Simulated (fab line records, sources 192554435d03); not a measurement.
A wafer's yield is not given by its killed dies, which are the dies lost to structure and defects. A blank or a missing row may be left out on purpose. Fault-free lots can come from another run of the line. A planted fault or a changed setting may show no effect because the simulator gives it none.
Chamber matching | flow n5-finfet | N5_BEOL_M11_DEP_56 on pecvd-02 has 3 sister chambers
The step deposits SiCN from 3MS/NH3, target thk 30 nm, time 10.5 s. 6 wafers are shown with their chamber, then 8 later ones without.

## WAFERS PAIRED WITH THEIR CHAMBERS
wafer  | chamber | throttle-valve-pct (%) | showerhead-plenum-p-Torr (Torr)
L580.2 | 1       | 18.3                   | 4.147
L579.1 | 2       | 17.1                   | 4.162
L582.1 | 2       | 17.0                   | 4.163
L582.3 | 0       | 17.9                   | 4.169
L582.6 | 1       | 18.2                   | 4.154
L583.1 | 0       | 17.7                   | 4.163

## WAFERS WITHOUT THEIR CHAMBER
wafer  | throttle-valve-pct (%) | showerhead-plenum-p-Torr (Torr)
L583.3 | 17.2                   | 4.176
L583.6 | 17.1                   | 4.159
L584.2 | 18.0                   | 4.149
L584.3 | 17.6                   | 4.162
L584.5 | 17.7                   | 4.160
L585.2 | 18.2                   | 4.164
L585.3 | 17.3                   | 4.165
L585.4 | 18.5                   | 4.162

## CHAMBER TAKEN BY EACH
wafer  | from the rows above     | in truth
L583.3 | 2                       | 2
L583.6 | 2                       | 2
L584.2 | 1                       | 1
L584.3 | 0                       | 0
L584.5 | 0                       | 0
L585.2 | can't be placed: 1 or 0 | 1
L585.3 | 2                       | 2
L585.4 | 1                       | 1
Placed correctly: 7 of 8. Cannot be placed on the basis of these rows: 1; the candidates contain the true chamber in 1. Number placed wrongly: 0.
How it was worked out, from the rows above alone: a wafer's distance from a chamber is the root of the sum, over the readings, of the square of ((its reading less the chamber's mean) divided by the reading's scatter). If the next closest chamber is less than 2 further off than the closest, the wafer can't be placed; otherwise it belongs to the closest. Each chamber's mean is taken over the wafers shown for it. The scatter: the root of (the sum of the squares of (reading less its chamber's mean) over the shown wafers, divided by (wafers less chambers)).
